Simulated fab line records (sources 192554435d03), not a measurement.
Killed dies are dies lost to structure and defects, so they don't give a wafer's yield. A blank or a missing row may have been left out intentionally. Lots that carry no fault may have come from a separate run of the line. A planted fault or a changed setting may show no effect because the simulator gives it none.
Matching of chambers -- flow n5Finfet -- N5_BEOL_M4_ETCH_74 on rieDiel-06 has 4 sister chambers
The step etches underlayer in N2/H2, target depth 6.5 nm, time 5.2 s. 16 wafers are shown with their chamber, then 8 later ones without.

== WAFERS PAIRED WITH THEIR CHAMBERS ==
wafer,chamber,drypumpMotorCurrentA (A),showerheadPlenumPTorr (Torr),throttleValvePct (%)
L075.1,3,6.6,2.41,17.64
L075.4,1,6.5,2.69,17.75
L075.5,3,6.6,2.41,17.64
L084.1,1,6.4,2.68,17.80
L084.2,0,5.9,2.53,17.69
L084.6,3,6.6,2.40,17.65
L089.1,0,5.9,2.53,17.68
L089.4,2,5.7,2.43,17.90
L089.6,1,6.5,2.68,17.78
L090.2,0,5.9,2.53,17.70
L090.3,1,6.5,2.68,17.79
L090.6,2,5.6,2.43,17.91
L093.1,0,5.9,2.53,17.72
L093.5,2,5.6,2.43,17.90
L093.6,0,5.9,2.53,17.71
L092.2,3,6.6,2.72,17.23

SIGNATURES (means of the wafers above)
reading,chamber 0,chamber 1,chamber 2,chamber 3,scatter within a chamber
drypumpMotorCurrentA,5.900,6.475,5.633,6.600,0.0344
showerheadPlenumPTorr,2.5300,2.6825,2.4300,2.4850,0.0784
throttleValvePct,17.7000,17.7800,17.9033,17.5400,0.104
Rule: distance of a wafer from a chamber = root of the sum over the readings of ((wafer's reading minus chamber's mean) / reading's scatter) squared. The wafer belongs to the nearest chamber; if the next one is less than 2 further off, it can't be placed. How the scatter is found: for the shown wafers, subtract from each reading the mean of its chamber, square and add these, divide the total by (wafers less chambers), then take the root.

== WAFERS WHOSE CHAMBER IS MISSING ==
wafer,drypumpMotorCurrentA (A),showerheadPlenumPTorr (Torr),throttleValvePct (%)
L092.4,6.6,2.72,17.23
L092.5,5.6,2.43,17.92
L095.2,6.4,2.68,17.82
L095.4,6.4,2.68,17.86
L095.5,6.6,2.71,17.24
L097.3,6.6,2.71,17.23
L097.4,5.6,2.42,17.93
L097.6,5.6,2.42,17.93

== WHICH CHAMBER EACH ONE RAN IN ==
wafer,from the rows above,in truth
L092.4,3,3
L092.5,2,2
L095.2,1,1
L095.4,1,1
L095.5,3,3
L097.3,3,3
L097.4,2,2
L097.6,2,2
Correct placement for 8 of the 8. Left unplaced by these rows: 0. Placed wrongly: 0.
